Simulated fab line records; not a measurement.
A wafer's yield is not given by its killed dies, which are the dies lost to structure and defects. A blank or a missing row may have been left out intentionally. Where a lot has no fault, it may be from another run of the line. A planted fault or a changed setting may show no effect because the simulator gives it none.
Chamber matching	flow n5_finfet	4 sister chambers for N5_FIN_SAQP_ETCH_65 on rie_si-04
The step etches SiO2 in CF4, target depth 4 nm, time 4.4 s. 18 wafers are shown with their chamber, then 9 later ones without.

== WAFERS, EACH WITH ITS CHAMBER ==
wafer	chamber	throttle_valve_pct (%)	drypump_motor_current_A (A)	oes_product_au (a.u.)
L076.2	0	21.44	5.4	1.033
L076.4	2	21.82	5.5	1.002
L076.5	0	21.44	5.4	1.031
L077.3	3	21.85	6.2	1.016
L077.5	3	21.83	6.2	1.010
L077.6	0	21.45	5.3	1.024
L080.2	0	21.44	5.4	1.009
L080.5	3	21.83	6.2	0.998
L080.6	2	21.83	5.5	1.010
L083.2	1	21.27	5.5	0.992
L083.5	1	21.28	5.6	1.004
L083.6	0	21.43	5.4	1.018
L085.2	3	21.84	6.3	1.011
L085.5	0	21.43	5.4	1.030
L085.6	1	21.26	5.6	0.990
L088.2	3	21.84	6.2	0.999
L088.3	0	21.44	5.4	1.026
L088.5	3	21.84	6.2	0.998

SIGNATURES, as means of the wafers listed above
reading	chamber 0	chamber 1	chamber 2	chamber 3	scatter within a chamber
throttle_valve_pct	21.4386	21.2700	21.8250	21.8383	0.00765
drypump_motor_current_A	5.386	5.567	5.500	6.217	0.041
oes_product_au	1.02443	0.99533	1.00600	1.00533	0.00798
Rule: a wafer lies at a distance from a chamber equal to the root of the sum of squares, over the readings, of (its reading less the chamber's mean, divided by the reading's scatter). The wafer belongs to the nearest chamber; if the next one is less than 2 further off, it can't be placed. The scatter: take each reading less its chamber's mean, square it, sum over the shown wafers, divide by the number of wafers less the number of chambers, and take the root.

== WAFERS MISSING THEIR CHAMBER ==
wafer	throttle_valve_pct (%)	drypump_motor_current_A (A)	oes_product_au (a.u.)
L090.1	21.82	5.5	1.009
L090.2	21.83	6.2	1.021
L090.3	21.46	5.4	1.032
L095.1	21.44	5.4	1.032
L095.2	21.84	5.5	1.002
L095.3	21.84	6.2	1.004
L097.1	21.44	5.4	1.027
L097.3	21.83	5.5	0.999
L097.6	21.27	5.5	0.990

== WHICH CHAMBER EACH ONE RAN IN ==
wafer	from the rows above	in truth
L090.1	2	2
L090.2	3	3
L090.3	0	0
L095.1	0	0
L095.2	2	2
L095.3	3	3
L097.1	0	0
L097.3	2	2
L097.6	1	1
9 of 9 placed correctly. Can't be placed from these rows: 0. Number placed wrongly: 0.
